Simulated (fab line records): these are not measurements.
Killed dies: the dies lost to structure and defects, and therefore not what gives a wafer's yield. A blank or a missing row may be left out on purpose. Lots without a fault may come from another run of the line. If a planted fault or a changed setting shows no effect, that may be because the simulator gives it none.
A struck lot beside a sound one ; flow n5-finfet ; 37 steps out of a route of 1938
Sound: wafers L691.2, L691.4, L691.6. Wafers L683.1, L683.5, L683.6 were the ones struck. Last of all comes the cause.
Order at every step that has rows: each side's tool, ch and its chambers, its first start. Under that, the readings that differ: sound wafers ; struck wafers ; difference of the means ; sigmas: that difference in standard deviations of wafers without a fault.
alike: words and numbers the same on both sides, and readings whose means are apart by under 2 such deviations; not compared: readings that were withheld, readings missing a value for some wafer, numbers with overlapping values and no deviation given by the record, and bounds like >300 which may hide the same value.
A row with sigmas, a row that says differs or no value, or rows on one side alone: a step with any of these is where the two part. Non-overlapping numbers with no deviation appear without sigmas and do not part them. Lack of a reading on every wafer of one side parts them only where that side has two or more wafers.

first, 9 steps without rows for these wafers: N5_BEOL_M4_ANNEAL_95 (time 240 s); N5_BEOL_M4_SPUTTER_96 (material Cu, target thk 4.5 nm, time 8.29 s); N5_BEOL_M4_ECD_50 (material Cu, target thk 300 nm); N5_BEOL_M4_ANNEAL_51 (time 90 s); N5_BEOL_M4_CMP_52 (polishes, stops on SiOC, t overpolish 6.8 s, target thk 40 nm); N5_BEOL_M4_PRE_CLEAN_60 (time 15 s); N5_BEOL_M4_CO_CAP_55 (material Co, precursor CCTBA/H2, target thk 2 nm, time 102.1 s); N5_BEOL_M4_PRE_CLEAN_56 (time 15 s); N5_BEOL_M4_DEP_57 (deposits SiCN from 3MS/NH3, target thk 8 nm, time 14 s).
N5_BEOL_M4_RC_MEAS_101:
  sound on prober-02 ch 0, day 11 16:10; struck on prober-02 ch 0, day 9 06:16
  alike: DIBL_N, DIBL_P, IOFF_N, IOFF_P, ION_N, ION_P, SS_N, SS_P, VT_N, VT_P
then, 24 steps without rows for these wafers: N5_BEOL_M5_ILD_DEP_00 (deposits SiCOH lowk from DEMS/porogen, target thk 140.64 nm, time 25.9 s); N5_BEOL_M5_CURE_79 (cures SiCOH lowk, time 240 s); N5_BEOL_M5_PECVD_70 (deposits SiO2 from TEOS/O2, target thk 16 nm, time 18 s); N5_BEOL_M5_HM_DEP_02 (deposits TiN, target thk 20 nm); N5_BEOL_M5_COAT_59 (time 60 s, resist thk 60 nm); N5_BEOL_M5_COAT_60 (time 60 s, resist thk 12 nm); N5_BEOL_M5_COAT_71 (time 60 s, resist thk 5 nm); N5_BEOL_M5_COAT_05 (resist thk 30 nm); N5_BEOL_M5_EBR_07; N5_BEOL_M5_SOFTBAKE_06 (time 60 s); N5_BEOL_M5_EXPOSE_08 (exposes mask M5, target cd 28 nm); N5_BEOL_M5_PEB_09 (peb time 60 s); N5_BEOL_M5_DEVELOP_10 (develop time 30 s); N5_BEOL_M5_DESCUM_16 (chemistry O2, time 7 s); N5_BEOL_M5_ETCH_72 (etches underlayer in N2/H2, target depth 6.5 nm, time 5.2 s); N5_BEOL_M5_ETCH_61 (etches SiARC in CF4, target depth 15.6 nm, time 26 s); N5_BEOL_M5_ETCH_62 (etches SOC in N2/H2, target depth 75 nm, overetch 15 nm, time 112.5 s); N5_BEOL_M5_STRIP_63 (strips in N2/H2); N5_BEOL_M5_STRIP_73 (strips in N2/H2); N5_BEOL_M5_STRIP_64 (strips in CF4); N5_BEOL_M5_HM_OPEN_17 (chemistry Cl2/BCl3, target TiN, target depth 20 nm, overetch 6 nm); N5_BEOL_M5_STRIP_19 (strips in O2); N5_BEOL_M5_COAT_65 (time 60 s, resist thk 60 nm); N5_BEOL_M5_COAT_66 (time 60 s, resist thk 12 nm).
N5_BEOL_M7_ECD_50: material Cu, target thk 300 nm.
  sound on ecd-cu-02 ch 0,1, day 12 19:01; struck on ecd-cu-02 ch 0,1, day 10 13:24
N5_BEOL_M7_CMP_52: polishes, stops on SiCOH lowk, t overpolish 6.9 s, target thk 80 nm.
  sound on cmp-02 ch 2,3, day 12 19:40; struck on cmp-01 ch 0,1,3, day 10 13:52
reading;sound;struck;difference;sigmas
time-to-endpoint-s (s);56 58 61;3 5 3;-55;-18
  alike: head-pressure-psi, motor-current-A
-- a jump in the record: the struck wafers' starts before and after are 3 days apart (it breaks off in module BEOL_M7 and resumes in module PASSIVATION, where the first step shown is number 1936 of the route) --
N5_PASSIVATION_PROBE_49:
  sound: prober-02 at day 15 19:37; struck: prober-01 at day 13 19:47
reading;sound;struck;difference;sigmas
defect-limited-yield (%);91.7 91.3 92.3;0 0 0;-92;-66
killed_at_M4_up;10 8 9;1112 1119 1096;+1100;+99 or more
killed-dies;98 103 91;1180 1180 1180;+1083;+64
killed-on-rim;16 14 10;152 152 152;+139;+35
sort_bin_5_function (%);5.1 4.1 5.0;96.4 95.9 95.9;+91.3;+99 or more
sort-n-pass;1082 1077 1089;0 0 0;-1083;-64
sort-yield-pct (%);91.7 91.3 92.3;0 0 0;-92;-66
  alike: killed_at_M0_to_M3, killed-at-contacts, killed-at-front-end, killed-at-other, killed-open, killed-short, sort_bin_6_memory

WHERE THEY PART
Earliest at N5_BEOL_M7_CMP_52; latest, in this record, at N5_PASSIVATION_PROBE_49.

WHY: what had been put in by the simulator
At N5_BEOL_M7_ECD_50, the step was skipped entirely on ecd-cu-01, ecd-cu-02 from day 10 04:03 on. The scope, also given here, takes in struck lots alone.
